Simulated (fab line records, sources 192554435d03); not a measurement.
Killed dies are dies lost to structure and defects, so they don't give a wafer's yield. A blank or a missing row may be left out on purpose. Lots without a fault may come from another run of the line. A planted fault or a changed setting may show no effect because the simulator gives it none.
Split-lot experiment | flow n5_finfet | 7 lots, 21 wafers read, on a route of 1938 steps

THE SPLIT
At N5_BEOL_M8_COAT_05 (resist thk 90 nm), the setting spin_rpm was moved away from the recipe's 1500 rpm on 7 of the 21 wafers read, by -8.5% to +10.0%. The other wafers ran this setting at the recipe's value.

FROM THE SPLIT TO THE READING: what the file shows between them, 6 steps
- N5_BEOL_M8_EBR_07
- N5_BEOL_M8_SOFTBAKE_06: time 60 s
- N5_BEOL_M8_EXPOSE_08: exposes mask M8
- N5_BEOL_M8_PEB_09: peb time 60 s
- N5_BEOL_M8_DEVELOP_10: develop time 30 s
- N5_BEOL_M8_DESCUM_16: chemistry O2, time 7.9 s (also split here: time_s)

THE READING
CAR-ArF_of_BEOL_M8_COAT_05.thk_nm (the simulator's own value, which no gauge read), in nm, at N5_BEOL_M8_ETCH_61 (etches SiARC in CF4, target depth 45.5 nm, time 75.8 s). The file gives no usual value for it. The 14 wafers here that ran the recipe average 50.9 nm, standard deviation 0.41 nm.

wafer  | tool, chamber at the split | spin_rpm as run, rpm | against the recipe | CAR-ArF_of_BEOL_M8_COAT_05.thk_nm, nm | against lot-mates on the recipe
L074.4 | litho_track-04, 0          | 1500                 | recipe             | 50.8                                  | -
L074.5 | litho_track-04, 0          | 1373                 | -8.5%              | 56.2                                  | +5.3
L074.6 | litho_track-04, 0          | 1500                 | recipe             | 51                                    | -
L081.1 | litho_track-03, 0          | 1414                 | -5.7%              | 53.8                                  | +3.6
L081.5 | litho_track-03, 0          | 1500                 | recipe             | 50.2                                  | -
L081.6 | litho_track-03, 0          | 1414                 | -5.7%              | 53.2                                  | +3.0
L084.2 | litho_track-05, 0          | 1500                 | recipe             | 51.2                                  | -
L084.4 | litho_track-05, 0          | 1500                 | recipe             | 51                                    | -
L084.6 | litho_track-05, 0          | 1500                 | recipe             | 51                                    | -
L086.2 | litho_track-03, 0          | 1500                 | recipe             | 50.6                                  | -
L086.4 | litho_track-03, 0          | 1500                 | recipe             | 50.6                                  | -
L086.3 | litho_track-03, 0          | 1500                 | recipe             | 50.8                                  | -
L088.2 | litho_track-05, 0          | 1500                 | recipe             | 52                                    | -
L088.4 | litho_track-05, 0          | 1423                 | -5.1%              | 53.4                                  | +1.4
L088.6 | litho_track-05, 0          | 1423                 | -5.1%              | 54.4                                  | +2.4
L093.1 | litho_track-03, 0          | 1500                 | recipe             | 51.2                                  | -
L093.2 | litho_track-03, 0          | 1500                 | recipe             | 51                                    | -
L093.3 | litho_track-03, 0          | 1500                 | recipe             | 51                                    | -
L094.2 | litho_track-03, 0          | 1650                 | +10.0%             | 46.4                                  | -4.0
L094.3 | litho_track-03, 0          | 1500                 | recipe             | 50.4                                  | -
L094.4 | litho_track-03, 0          | 1650                 | +10.0%             | 46.6                                  | -3.8

THE FIT
A straight line over all 21 wafers: CAR-ArF_of_BEOL_M8_COAT_05.thk_nm changes by -0.492 nm for each +1% of spin_rpm; r = -0.97; the points scatter about the line by 0.52 nm.
The same after taking each lot's own level away (the mean of its wafers on the recipe; 21 wafers): -0.458 nm for each +1%; r = -0.97; scatter 0.49 nm.
On that fit, the largest move of spin_rpm shifts the reading by 4.6 nm.
The lots' own levels span 50.20 to 52.00 nm, that is 4.4 times the standard deviation above.
So the lot-to-lot level changes the slope little: the two slopes agree.
Check: with one of the wafers moved furthest among these (+10.0%) left out of the fit, the line predicts -4.64 nm for it against its lot-mates. It came out at -4 nm against them.

OTHER SPLITS ON THESE WAFERS
These wafers also went through other splits before the reading. Each is held against what the fit with the lots' levels taken away leaves over:
other split on the same wafers  | wafers away from the commonest value | r with CAR-ArF_of_BEOL_M8_COAT_05.thk_nm (lot level and that fit taken away)
N5_BEOL_M7_PECVD_70 temp_c      | 5                                    | +0.16
N5_BEOL_M7_COAT_05 spin_rpm     | 3                                    | +0.09
N5_BEOL_M7_VIA_ETCH_34 source_w | 7                                    | -0.34
N5_BEOL_M7_ETCH_41 source_w     | 6                                    | -0.04
N5_BEOL_M8_DESCUM_16 time_s     | 7                                    | -0.17

THE WHOLE CHAIN: every reading that the file lists as answering this split, in the file's order
step                  | what it does                                           | reading                                                                            | change (the file's fit)               | r (the file's)
N5_BEOL_M8_COAT_05    | resist thk 90 nm                                       | CAR-ArF_of_BEOL_M8_COAT_05.thk_nm (the simulator's own value, which no gauge read) | -0.462 nm for each +1% of the setting | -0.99
N5_BEOL_M8_DEVELOP_10 | develop time 30 s                                      | CAR-ArF_of_BEOL_M8_COAT_05.thk_nm (the simulator's own value, which no gauge read) | -0.468 nm for each +1% of the setting | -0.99
N5_BEOL_M8_DESCUM_16  | chemistry O2, time 7.9 s                               | CAR-ArF_of_BEOL_M8_COAT_05.thk_nm (the simulator's own value, which no gauge read) | -0.496 nm for each +1% of the setting | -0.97
N5_BEOL_M8_ETCH_61    | etches SiARC in CF4, target depth 45.5 nm, time 75.8 s | CAR-ArF_of_BEOL_M8_COAT_05.thk_nm (the simulator's own value, which no gauge read) | -0.487 nm for each +1% of the setting | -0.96

THE FILE'S OWN FIT
CAR-ArF_of_BEOL_M8_COAT_05.thk_nm changes by -0.487 nm for each +1% of spin_rpm, r = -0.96.
